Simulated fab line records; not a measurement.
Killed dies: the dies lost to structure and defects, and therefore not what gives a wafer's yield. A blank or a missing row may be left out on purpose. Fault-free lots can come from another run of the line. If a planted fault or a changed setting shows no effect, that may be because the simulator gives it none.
Which of the tools did it? ; flow nand-harc ; 10 lots, 30 wafers sampled, at 4 steps of a route of 1159

WHAT THE GAUGES READ, wafer by wafer
NHARC_END_SORT_01.
lot;measured;on;killed-at-array
L732;day 20 23:11;prober-01;31 32 78

TOOL THAT RAN EACH LOT (tool first, then ch and the chambers of the sampled wafers, then the start)
lot;NHARC_A_CONTACT_ETCH_76;NHARC_A_M1_PVD_20;NHARC_THIN_TSV_ETCH_36
L728;rie-diel-13 ch 2,3, day 16 18:42;pvd-sputter-02, day 19 02:53 or earlier;rie-metal-03 ch 0,1, day 19 02:53
L730;rie-diel-07 ch 1,2, day 16 20:41;pvd-sputter-02, day 19 01:19 or earlier;rie-metal-03 ch 0,1, day 19 01:19
L729;rie-diel-05 ch 1,2,3, day 17 06:14;pvd-sputter-03, day 19 08:16 or earlier;rie-metal-03 ch 0,1, day 19 08:16
L733;rie-diel-07 ch 0,1,2, day 17 07:09;pvd-sputter-02, day 19 09:13 or earlier;rie-metal-01 ch 0,1, day 19 09:13
L732;rie-diel-05 ch 0,1,3, day 18 06:15;pvd-sputter-02, day 20 12:46 or earlier;rie-metal-01 ch 0,1, day 20 12:46
L741;rie-diel-13 ch 0,1,3, day 20 08:51;pvd-sputter-01, day 23 02:21 or earlier;rie-metal-02 ch 0,1, day 23 02:21
L747;rie-diel-13 ch 0,2,3, day 20 15:38;pvd-sputter-01, day 23 05:49 or earlier;rie-metal-03 ch 0,1, day 23 05:49
L745;rie-diel-07 ch 1,2,3, day 20 17:11;pvd-sputter-03, day 23 07:02 or earlier;rie-metal-02 ch 0,1, day 23 07:02
L750;rie-diel-13 ch 1,2,3, day 21 20:51;pvd-sputter-02, day 23 23:47 or earlier;rie-metal-02 ch 0,1, day 23 23:47
L751;rie-diel-13 ch 0,1, day 22 04:07;pvd-sputter-02, day 24 06:37 or earlier;rie-metal-01 ch 0,1, day 24 06:37
- NHARC_A_CONTACT_ETCH_76: etches the open film in N2/H2, target depth 260 nm, time 475.3 s.
- NHARC_A_M1_PVD_20: deposits TaN, target thk 5 nm, time 8.06 s.
- NHARC_THIN_TSV_ETCH_36: etches the open film in Cl2/BCl3, target depth 65 nm, time 18.571 s.

THE ANSWER, worked out from the rows above alone
Rule: usual is defined by the lots themselves. The widest of any qualifying gaps counts: lots, ordered by their means at a reading, are off when they make up no more than a third of the lots, leave a main group of 4 or more, and stand apart from it by 3 or more times the standard deviation of that group's means. A main group is skipped when, at the precision printed for the reading in the tables above, its means are all equal. Also off: a lot with no number at a reading for which 4 or more lots have one. Any other lot the step has rows for is counted as sound.
No lot is off at any reading shown: from this, nothing can be told.

WHAT THE SIMULATOR HAD INSERTED
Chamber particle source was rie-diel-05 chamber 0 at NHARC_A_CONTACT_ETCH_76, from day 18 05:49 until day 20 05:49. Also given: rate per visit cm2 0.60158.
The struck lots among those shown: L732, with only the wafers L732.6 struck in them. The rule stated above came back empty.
